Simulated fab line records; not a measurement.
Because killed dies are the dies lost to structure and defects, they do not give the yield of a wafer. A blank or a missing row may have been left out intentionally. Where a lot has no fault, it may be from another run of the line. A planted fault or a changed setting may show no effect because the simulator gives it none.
Chamber matching	flow n5_finfet	ald_metal-04 running N5_BEOL_M4_ALD_84: 4 sister chambers
The step deposits TaN, pulse time 2 s, purge time 3 s, co reactant purge time 2 s. 4 wafers are shown with their chamber, then 10 later ones without.

== WAFERS, EACH WITH ITS CHAMBER ==
wafer	chamber	heater_power_w (W)
L087.5	2	422
L089.6	3	446
L091.1	1	423
L091.2	0	421

== WAFERS MISSING THEIR CHAMBER ==
wafer	heater_power_w (W)
L091.6	476
L092.1	435
L092.3	422
L092.4	415
L093.2	436
L093.4	420
L093.5	426
L095.2	425
L095.3	427
L095.5	463

== THE CHAMBER EACH PASSED THROUGH ==
wafer	from the rows above	in truth
L091.6	can't be placed: 3 or 1 or 2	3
L092.1	can't be placed: 3 or 1 or 2 or 0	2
L092.3	can't be placed: 2 or 0 or 1 or 3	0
L092.4	can't be placed: 0 or 2 or 1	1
L093.2	can't be placed: 3 or 1 or 2 or 0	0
L093.4	can't be placed: 0 or 2 or 1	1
L093.5	can't be placed: 1 or 2 or 0 or 3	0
L095.2	can't be placed: 1 or 2 or 0 or 3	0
L095.3	can't be placed: 1 or 2 or 0 or 3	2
L095.5	can't be placed: 3 or 1 or 2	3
Correctly placed: 0 of 10. Not placeable from these rows: 10 (in 10, the candidates include the true chamber). Number placed wrongly: 0.
How it was worked out, from the rows above alone: a wafer's distance from a chamber is the root of the sum, over the readings, of the square of ((its reading less the chamber's mean) divided by the reading's scatter). The wafer belongs to the nearest chamber; if the next one is less than 2 further off, it can't be placed. Each chamber's mean is taken over the wafers shown for it. The scatter (one wafer shown for each chamber): square how far every hidden wafer sits from the nearest shown wafer, average those squares and take the square root.
